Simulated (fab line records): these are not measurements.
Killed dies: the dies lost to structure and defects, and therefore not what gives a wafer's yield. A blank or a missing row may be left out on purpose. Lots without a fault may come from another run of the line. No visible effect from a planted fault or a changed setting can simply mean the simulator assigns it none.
Chamber matching :: flow n5Finfet :: N5_BEOL_M0_PRE_CLEAN_131 on cvdCo-02 has 3 sister chambers
The step time 15 s. 6 wafers are shown with their chamber, then 12 later ones without.

## WAFERS WITH THEIR CHAMBER
wafer: L092.1
chamber: 1
heaterPowerW (W): 76

wafer: L092.2
chamber: 0
heaterPowerW (W): 74

wafer: L092.3
chamber: 2
heaterPowerW (W): 85

wafer: L092.4
chamber: 1
heaterPowerW (W): 77

wafer: L092.5
chamber: 2
heaterPowerW (W): 89

wafer: L092.6
chamber: 0
heaterPowerW (W): 76

## WAFERS WITHOUT THEIR CHAMBER
wafer: L093.3
heaterPowerW (W): 75

wafer: L093.4
heaterPowerW (W): 86

wafer: L093.6
heaterPowerW (W): 76

wafer: L094.1
heaterPowerW (W): 75

wafer: L094.4
heaterPowerW (W): 77

wafer: L094.5
heaterPowerW (W): 76

wafer: L095.1
heaterPowerW (W): 77

wafer: L095.4
heaterPowerW (W): 75

wafer: L095.6
heaterPowerW (W): 84

wafer: L097.1
heaterPowerW (W): 76

wafer: L097.2
heaterPowerW (W): 77

wafer: L097.5
heaterPowerW (W): 77

## EACH ONE'S CHAMBER
wafer: L093.3
from the rows above: can't be placed: 0 or 1
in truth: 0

wafer: L093.4
from the rows above: 2
in truth: 2

wafer: L093.6
from the rows above: can't be placed: 1 or 0
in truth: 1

wafer: L094.1
from the rows above: can't be placed: 0 or 1
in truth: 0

wafer: L094.4
from the rows above: can't be placed: 1 or 0
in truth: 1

wafer: L094.5
from the rows above: can't be placed: 1 or 0
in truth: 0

wafer: L095.1
from the rows above: can't be placed: 1 or 0
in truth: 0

wafer: L095.4
from the rows above: can't be placed: 0 or 1
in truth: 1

wafer: L095.6
from the rows above: 2
in truth: 2

wafer: L097.1
from the rows above: can't be placed: 1 or 0
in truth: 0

wafer: L097.2
from the rows above: can't be placed: 1 or 0
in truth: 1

wafer: L097.5
from the rows above: can't be placed: 1 or 0
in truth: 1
2 of 12 placed correctly. Unplaceable from these rows: 10, with the true chamber sitting among the candidates in 10. Number placed wrongly: 0.
How it was worked out, from the rows above alone: a wafer's distance from a chamber is the root of the sum, over the readings, of the square of ((its reading less the chamber's mean) divided by the reading's scatter). If the next closest chamber is less than 2 further off than the closest, the wafer can't be placed; otherwise it belongs to the closest. For every chamber, the mean is computed from those of its wafers that are shown. How the scatter is found: for the shown wafers, subtract from each reading the mean of its chamber, square and add these, divide the total by (wafers less chambers), then take the root.
